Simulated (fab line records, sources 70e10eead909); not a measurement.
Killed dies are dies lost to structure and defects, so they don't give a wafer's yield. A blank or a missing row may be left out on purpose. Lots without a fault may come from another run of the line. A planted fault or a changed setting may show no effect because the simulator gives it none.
A struck lot beside a sound one | flow nand_harc | 24 steps out of a route of 1159
Sound: wafers L721.3, L721.4, L721.5. Struck: wafers L716.3, L716.4, L716.5. The cause comes at the end.
At each step with rows: each side's tool, then ch and its chambers, then its first start. Under that, the readings that differ: sound wafers | struck wafers | difference of the means | sigmas: that difference in standard deviations of wafers without a fault.
alike: readings whose means differ by less than 2 such deviations, and words and numbers that are the same on both sides. not compared: withheld readings, readings that some wafer has no value for, bounds like >300 that may hide the same value, and numbers for which the record gives no deviation and whose values overlap.
The two part at a step that has a row with sigmas, a row that says differs or no value, or rows on one side only. Numbers that don't overlap but have no deviation are shown without sigmas and don't part them. A reading that every wafer of one side lacks parts them only if that side has two wafers or more.

NHARC_P_M1_INSPECT_27:
  sound on defect_inspect-02, day 10 08:19; struck on defect_inspect-01, day 9 17:52
  reading          | sound       | struck      | difference | sigmas
  raw_defect_count | 463 421 561 | 204 215 246 | -260       | -2
NHARC_P_M1_PRE_CLEAN_32: time 12 s.
  sound on pecvd-02 ch 0,1,2, day 10 08:25; struck on pecvd-04 ch 0,1,2, day 9 17:59
  alike: heater_power_w
NHARC_P_M1_DEP_33: deposits SiCN, target thk 30 nm.
  sound on pecvd-02 ch 0,1,2, day 10 08:32; struck on pecvd-04 ch 0,1,2, day 9 18:06
  reading            | sound       | struck      | difference | sigmas
  heater_power_w (W) | 679 588 579 | 429 486 509 | -141       | -2
  alike: showerhead_vpp_V
then, 8 steps without rows for these wafers: NHARC_P_M2_DEP_00 (deposits SiOC, target thk 182.5 nm); NHARC_P_M2_DEHYDRATE_01 (time 120 s); NHARC_P_M2_HMDS_02 (time 30 s); NHARC_P_M2_COAT_34 (time 65 s); NHARC_P_M2_COAT_03 (resist thk 90 nm); NHARC_P_M2_SOFTBAKE_04 (time 55 s); NHARC_P_M2_EBR_05; NHARC_P_M2_EXPOSE_06 (exposes mask P M2, target cd 170 nm).
NHARC_P_M2_PEB_07: peb time 65 s.
  sound on litho_track-01 ch 0, day 10 09:31; struck on litho_track-04 ch 0, day 9 19:14
  alike: plate_temp_C
then, 1 step without rows for these wafers: NHARC_P_M2_DEVELOP_08 (develop time 35 s).
NHARC_P_M2_CD_MEAS_09: target cd 170 nm.
  sound on cd_sem-01 ch 0, day 10 09:35; struck on cd_sem-02 ch 0, day 9 19:19
  reading    | sound             | struck            | difference | sigmas
  cd_nm (nm) | 170.1 169.8 170.0 | 183.7 183.7 183.2 | +13.6      | +23
NHARC_P_M2_OVL_MEAS_10: pitch 340 nm.
  sound on overlay-01, day 10 09:40; struck on overlay-02, day 9 19:23
  reading           | sound       | struck         | difference | sigmas
  overlay_y_nm (nm) | 2.4 2.1 1.8 | -1.3 -1.7 -1.1 | -3.5       | -3
  alike: overlay_x_nm
NHARC_P_M2_INSPECT_11:
  sound on defect_inspect-01, day 10 09:44; struck on defect_inspect-01, day 9 19:26
  alike: raw_defect_count
NHARC_P_M2_DESCUM_14: chemistry O2, time 3 s.
  sound on rie_diel-04 ch 0,1,3, day 10 09:48; struck on rie_diel-06 ch 1,2,3, day 9 19:30
  reading               | sound             | struck            | difference | sigmas
  oes_product_au (a.u.) | 1.017 1.001 1.019 | 0.975 0.997 1.003 | -0.021     | -2
  model.P_M2.cd_nm (nm) | 170.6 170.1 170.8 | 183 183.2 183.5   | +13        |
  alike: drypump_motor_current_A, rf_vpp_V, showerhead_plenum_p_Torr, throttle_valve_pct
  not compared: rf_hours_counter_h
NHARC_P_M2_ETCH_35: etches the open film in N2/H2, target depth 40 nm, overetch 12 nm, time 43.94 s.
  sound on rie_diel-04 ch 0,2, day 10 09:53; struck on rie_diel-06 ch 0,3, day 9 19:35
  alike: drypump_motor_current_A, oes_product_au, rf_vpp_V, showerhead_plenum_p_Torr, throttle_valve_pct
  not compared: rf_hours_counter_h
NHARC_P_M2_ETCH_15: etches the open film in C4F8/Ar, target depth 182.5 nm, time 91.2 s.
  sound on rie_diel-04 ch 0,3; struck on rie_diel-06 ch 0,1,3
  alike: oes_product_au, rf_vpp_V
  not compared: rf_hours_counter_h
NHARC_P_M2_CD_MEAS_16:
  sound on cd_sem-01, day 10 10:06; struck on cd_sem-02, day 9 19:48
  reading    | sound             | struck            | difference | sigmas
  cd_nm (nm) | 170.2 169.9 170.9 | 183.1 183.2 183.5 | +12.9      | +17
NHARC_P_M2_STRIP_18: strips in N2/H2.
  sound on rie_diel-06 ch 1,2,3, day 10 10:10; struck on rie_diel-07 ch 1,3, day 9 19:54
  alike: drypump_motor_current_A, oes_product_au, power_w, rf_vpp_V, showerhead_plenum_p_Torr, throttle_valve_pct
  not compared: rf_hours_counter_h
NHARC_P_M2_ETCH_28: etches the open film in CF4/N2, target depth 30 nm, time 72.99 s.
  sound on rie_diel-06 ch 0,1,2; struck on rie_diel-07 ch 0,1,3
  reading               | sound             | struck            | difference | sigmas
  model.P_M2.cd_nm (nm) | 170.3 170.1 171.6 | 182.3 183.8 182.4 | +12.2      |
  alike: drypump_motor_current_A, oes_product_au, rf_vpp_V, showerhead_plenum_p_Torr, throttle_valve_pct
  not compared: rf_hours_counter_h
then, 1 step without rows for these wafers: NHARC_P_M2_STRIP_19 (strips in post etch residue remover, time 600 s).
-- the record jumps here: 17 days lie between the struck wafers' starts before and after (it left off in module P_M2 and takes up again in module END, whose first step shown is number 1159 of the route) --
NHARC_END_SORT_01:
  the record has rows for the struck wafers here (prober-02 ch 0, day 26 16:54) and none for the sound ones

WHERE THEY PART
First at NHARC_P_M1_INSPECT_27; last, within this record, at NHARC_END_SORT_01.

WHY: what the simulator had put in
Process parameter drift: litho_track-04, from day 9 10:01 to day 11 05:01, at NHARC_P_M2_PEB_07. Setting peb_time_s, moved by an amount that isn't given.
